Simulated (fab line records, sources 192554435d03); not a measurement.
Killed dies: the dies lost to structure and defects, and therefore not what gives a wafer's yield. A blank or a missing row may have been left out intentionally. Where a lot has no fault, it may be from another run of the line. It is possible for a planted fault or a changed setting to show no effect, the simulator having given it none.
fab line records ; flow n5_finfet ; part 2 of 2: steps 29 to 39 of 39
[record] lots = 5; wafers = 15; last_day = 19
route steps=1938 shown SD_EPI_P@314 SD_ACTIVATION@330 ILD0@335 SDB@347
lots that met no fault: from a run of the same line without faults
start_h: start of the lot's first displayed wafer, in hours after the record's first day ; wait_h: hours elapsed since this lot's preceding step ; " as in the row above ; L1.1+2: one row covering several wafers at once ; - either no value or no given start ; * or withheld: withheld ; < > ~ a bound
route shown NAME@n: NAME is a module with steps in the file, n the number in the route of the first one ; usual: mean and standard deviation over wafers with no fault ; same: alike in all rows ; chamber/n: place in a boat ; sites: each site's reading ; _std_site: how widely they spread, as a standard deviation ; _edge_site: outer sites' mean less inner sites' ; radius_mm: how far each site lies from the wafer's centre ; mask NAME#n: copy n ; behind: the last tool/chamber to shape the wafer ; hold: reason for holding the lot/hours on hold/outcome of the hold ; device: the n, p or np transistor that did not switch ; end of line: the tests these same wafers got at the end of their route ; a step given without rows: its recipe and nothing more ; killed: at the first sort, the dies lost to defects and structure; wafer yield is something else ; map: per-die view of a wafer (x killed, . not killed, _ where there is no die)
set.NAME: the setting the step ran with; set.NAME@STEP: the setting that earlier step ran with ; model.NAME: the simulator's own value behind a step, which no gauge read
lots seen at some steps along the route; tables by step, rows by wafer
services: from which hour (start_h, from the record's first day; less than 0 if before it) a tool's chamber was out of use, for how many hours, and why
[[steps]]
[step N5_ILD0_ALD_15]
[recipe] material = SiNx; target_thk_a = 240; temp_c = 400; ald_precursor_family = SiH2I2; ald_co_reactant = N2/H2-plasma; pulse_time_s = 1; ald_cycles = 480; purge_time_s = 2; co_reactant_purge_time_s = 2; pressure_torr = 2
[usual] heater_power_w = 850/57; precursor_pulse_height_rel = 1.000/0.018
lot.wafer;tool;chamber;start_h;wait_h;heater_power_w;precursor_pulse_height_rel
L078.2;ald_sin-02;3;88.05;0.7;914;1.002
L078.3;ald_sin-02;0;88.05;0.7;914;0.994
L078.4;ald_sin-02;1;88.05;0.7;876;1.004
L088.1;ald_sin-04;3;153.09;0.6;854;1.003
L088.2;ald_sin-04;1;153.09;0.6;786;1.003
L088.3;ald_sin-04;0;153.09;0.6;904;0.999
L090.1;ald_sin-04;3;159.68;0.6;840;1.028
L090.3;ald_sin-04;0;159.68;0.6;897;0.999
L090.5;ald_sin-04;1;160.77;1.3;791;0.989
L092.1;ald_sin-04;2;172.36;0.6;736;0.976
L092.3;ald_sin-04;3;172.36;0.6;833;0.987
L092.5;ald_sin-04;3;173.44;1.2;827;0.998
L095.1;ald_sin-03;2;192.64;1.9;863;1.014
L095.2;ald_sin-03;3;192.64;1.9;919;1.001
L095.5;ald_sin-03;3;193.72;2.5;881;0.997
[step N5_ILD0_CMP_12]
[recipe] stop_on = poly-Si; material = SiNx; t_overpolish_s = 6; post_cmp_clean = alkaline_brush; down_force_psi = 2.5; platen_rpm = 51.8; pad_velocity_m_s = 1.0307; target_thk_nm = 17.67
[usual] motor_current_A = 9.3/0.74; overpolish_run_s = 5.999/0.0097; retaining_ring_pressure_frac = 1.000/0.0046; time_to_endpoint_s = 29.2/2.3
lot.wafer;tool;chamber;start_h;wait_h;motor_current_A;overpolish_run_s;retaining_ring_pressure_frac;time_to_endpoint_s
L078.4;cmp-03;1;90.25;1.1;8.1;5.994;0.998;27.9
L078.2;cmp-03;3;90.25;1.1;9.9;5.979;1.005;25.5
L078.3;cmp-03;0;90.25;1.1;8.7;5.998;1.007;30.1
L088.2;cmp-01;0;155.33;1.2;9.9;6.010;1.002;32.8
L088.3;cmp-01;1;155.33;1.2;9.7;6.006;1.004;33.3
L088.1;cmp-01;2;155.33;1.2;9.5;6.018;1.005;31.8
L090.1;cmp-04;2;162.22;1.5;9.0;6.003;1.006;26.9
L090.3;cmp-04;0;162.22;1.5;8.2;6.006;1.004;27.5
L090.5;cmp-04;2;162.22;1.5;9.3;6.003;1.001;27.2
L092.1;cmp-04;3;174.63;1.2;9.4;6.016;1.004;27.9
L092.3;cmp-04;0;174.63;1.2;8.6;6.003;0.992;33.5
L092.5;cmp-04;1;174.63;1.2;10.1;5.993;0.995;30.7
L095.1;cmp-01;0;194.88;1.2;10.1;6.005;1.005;30.9
L095.2;cmp-01;1;194.88;1.2;9.3;5.997;0.996;32.0
L095.5;cmp-01;3;194.88;1.2;8.5;6.001;1.000;29.0
[step N5_ILD0_THK_MEAS_13]
[usual] thk_nm = 17.7/0.92
lot.wafer;tool;chamber;start_h;wait_h;thk_nm
L078.2;film_metro-02;-;90.55;-;17.1
L078.3;film_metro-02;-;90.55;-;16.7
L078.4;film_metro-02;-;90.55;-;17.3
L088.1;film_metro-01;-;155.58;-;17.5
L088.2;film_metro-01;-;155.58;-;17.4
L088.3;film_metro-01;-;155.58;-;18.2
L090.1;film_metro-01;-;162.52;-;15.4
L090.3;film_metro-01;-;162.52;-;17.0
L090.5;film_metro-01;-;162.52;-;17.2
L092.1;film_metro-01;-;174.85;-;18.6
L092.3;film_metro-01;-;174.85;-;18.5
L092.5;film_metro-01;-;174.85;-;17.5
L095.1;film_metro-02;-;195.13;-;17.3
L095.2;film_metro-02;-;195.13;-;17.7
L095.5;film_metro-02;-;195.13;-;18.0
[step N5_ILD0_INSPECT_06]
[recipe] inspect_instrument = darkfield; mode = post_cmp
[usual] raw_defect_count = 41/18
lot.wafer;tool;chamber;start_h;wait_h;raw_defect_count
L078.2;defect_inspect-02;-;90.57;0.0;36
L078.3;defect_inspect-02;-;90.57;0.0;34
L078.4;defect_inspect-02;-;90.57;0.0;49
L088.1;defect_inspect-01;-;155.61;0.0;45
L088.2;defect_inspect-01;-;155.61;0.0;48
L088.3;defect_inspect-01;-;155.61;0.0;49
L090.1;defect_inspect-01;-;162.54;0.0;34
L090.3;defect_inspect-01;-;162.54;0.0;35
L090.5;defect_inspect-01;-;162.54;0.0;26
L092.1;defect_inspect-01;-;174.88;0.0;74
L092.3;defect_inspect-01;-;174.88;0.0;60
L092.5;defect_inspect-01;-;174.88;0.0;83
L095.1;defect_inspect-01;-;195.16;0.0;56
L095.2;defect_inspect-01;-;195.16;0.0;24
L095.5;defect_inspect-01;-;195.16;0.0;42
[step N5_SDB_HM_DEP_00]
[recipe] material = SiNx; target_thk_a = 400; temp_c = 400; precursor = SiH4/NH3/N2; pressure_torr = 1.5; rf_w = 300; time_s = 35.3
[usual] heater_power_w = 781/92; showerhead_plenum_p_Torr = 5.09/0.066; throttle_valve_pct = 40.9/1.9
lot.wafer;tool;chamber;start_h;wait_h;heater_power_w;showerhead_plenum_p_Torr;throttle_valve_pct
L078.2;pecvd-02;2;90.61;0.0;887;5.04;38.8
L078.3;pecvd-02;0;90.61;0.0;811;5.07;39.6
L078.4;pecvd-02;2;90.61;0.0;879;5.05;39.0
L088.1;pecvd-02;1;155.65;0.0;693;5.25;40.3
L088.2;pecvd-02;0;155.65;0.0;679;5.07;39.7
L088.3;pecvd-02;2;155.65;0.0;880;5.03;39.0
L090.1;pecvd-03;0;162.58;0.0;823;5.09;40.9
L090.3;pecvd-03;2;162.58;0.0;720;5.05;42.2
L090.5;pecvd-03;2;162.58;0.0;711;5.04;42.2
L092.1;pecvd-03;0;174.92;0.0;912;5.10;40.8
L092.3;pecvd-03;1;174.92;0.0;832;5.04;41.7
L092.5;pecvd-03;2;174.92;0.0;720;5.04;42.4
L095.1;pecvd-01;1;195.20;0.0;994;5.20;45.5
L095.2;pecvd-01;2;195.20;0.0;792;5.23;36.4
L095.5;pecvd-01;1;195.20;0.0;1007;5.18;45.6
[step N5_SDB_COAT_03]
[recipe] resist = SOC; temp_c = 250; time_s = 60; spin_rpm = 1500; resist_thk_nm = 100
lot.wafer;tool;chamber;start_h;wait_h
L078.2+3+4;litho_track-05;0;90.72;0.1
L088.1+2+3;litho_track-05;0;155.73;0.1
L090.1+3+5;litho_track-02;0;162.66;0.1
L092.1+3+5;litho_track-03;0;175.00;0.1
L095.1+2+5;litho_track-05;0;195.30;0.1
[step N5_SDB_COAT_04]
[recipe] resist = SiARC; temp_c = 220; time_s = 60; spin_rpm = 1500; resist_thk_nm = 18
lot.wafer;tool;chamber;start_h;wait_h
L078.2+3+4;litho_track-05;0;-;-
L088.1+2+3;litho_track-05;0;-;-
L090.1+3+5;litho_track-02;0;-;-
L092.1+3+5;litho_track-03;0;-;-
L095.1+2+5;litho_track-05;0;-;-
[step N5_SDB_COAT_05]
[recipe] resist = CAR-ArF; spin_rpm = 1500; resist_thk_nm = 90
lot.wafer;tool;chamber;start_h;wait_h
L078.2+3+4;litho_track-05;0;-;-
L088.1+2+3;litho_track-05;0;-;-
L090.1+3+5;litho_track-02;0;-;-
L092.1+3+5;litho_track-03;0;-;-
L095.1+2+5;litho_track-05;0;-;-
[step N5_SDB_EBR_07]
[recipe] solvent = PGMEA; ebr_width_mm = 1.5
lot.wafer;tool;chamber;start_h;wait_h
L078.2+3+4;litho_track-05;0;-;-
L088.1+2+3;litho_track-05;0;-;-
L090.1+3+5;litho_track-02;0;-;-
L092.1+3+5;litho_track-03;0;-;-
L095.1+2+5;litho_track-05;0;-;-
[step N5_SDB_SOFTBAKE_06]
[recipe] temp_c = 110; time_s = 60; resist = CAR-ArF
lot.wafer;tool;chamber;start_h;wait_h
L078.2+3+4;litho_track-05;0;-;-
L088.1+2+3;litho_track-05;0;-;-
L090.1+3+5;litho_track-02;0;-;-
L092.1+3+5;litho_track-03;0;-;-
L095.1+2+5;litho_track-05;0;-;-
[step N5_SDB_EXPOSE_08]
[recipe] mask_id = SDB; na = 1.35; source_shape = conventional; sigma_outer = 0.5; polarization = unpolarized; dose_mj = 49.6
[usual] stage_vel_mm_s = 499.98/0.23
lot.wafer;tool;chamber;start_h;wait_h;mask;stage_vel_mm_s
L078.2;arfi_scanner-02;0;90.97;-;SDB#0;499.99
L078.3;arfi_scanner-02;0;90.97;-;SDB#0;500.22
L078.4;arfi_scanner-02;0;90.97;-;SDB#0;499.91
L088.1;arfi_scanner-01;0;155.97;-;SDB#0;499.97
L088.2;arfi_scanner-01;0;155.97;-;SDB#0;500.19
L088.3;arfi_scanner-01;0;155.97;-;SDB#0;500.57
L090.1;arfi_scanner-03;0;162.91;-;SDB#0;499.70
L090.3;arfi_scanner-03;0;162.91;-;SDB#0;499.74
L090.5;arfi_scanner-03;0;162.91;-;SDB#0;499.48
L092.1;arfi_scanner-01;0;175.24;-;SDB#0;499.83
L092.3;arfi_scanner-01;0;175.24;-;SDB#0;500.37
L092.5;arfi_scanner-01;0;175.24;-;SDB#0;500.01
L095.1;arfi_scanner-03;0;195.42;-;SDB#0;500.07
L095.2;arfi_scanner-03;0;195.42;-;SDB#0;499.90
L095.5;arfi_scanner-03;0;195.42;-;SDB#0;500.42
[[services]]
tool;chamber;start_h;hours;kind
cmp-04;-;56.65;4.0;pm
arfi_scanner-03;-;58.59;1.3;pm
ald_sin-04;-;64.18;1.5;repair
plasma_asher-01;-;68.81;28.1;pm
arfi_scanner-01;-;69.08;0.8;repair
arfi_scanner-03;-;71.18;0.8;pm
arfi_scanner-03;-;74.91;1.0;pm
ald_sin-03;-;85.25;14.0;pm
wet_bench-04;-;87.35;63.2;repair
cmp-01;-;92.45;1.4;repair
arfi_scanner-01;-;99.69;1.3;pm
laser_anneal-01;-;99.84;2.0;pm
fcvd-01;0;102.23;8.4;repair
cmp-04;-;103.27;0.5;repair
rie_si-03;1;120.88;3.4;repair
cmp-04;-;129.98;8.6;pm
ald_sin-04;-;136.70;1.3;repair
cmp-04;-;140.16;4.8;pm
ald_sin-02;3;140.63;5.9;repair
cmp-01;-;143.24;4.0;pm
fcvd-02;-;148.25;0.8;repair
cmp-01;-;159.33;3.0;repair
ald_sin-04;-;174.53;2.8;pm
cmp-04;-;193.48;4.5;repair
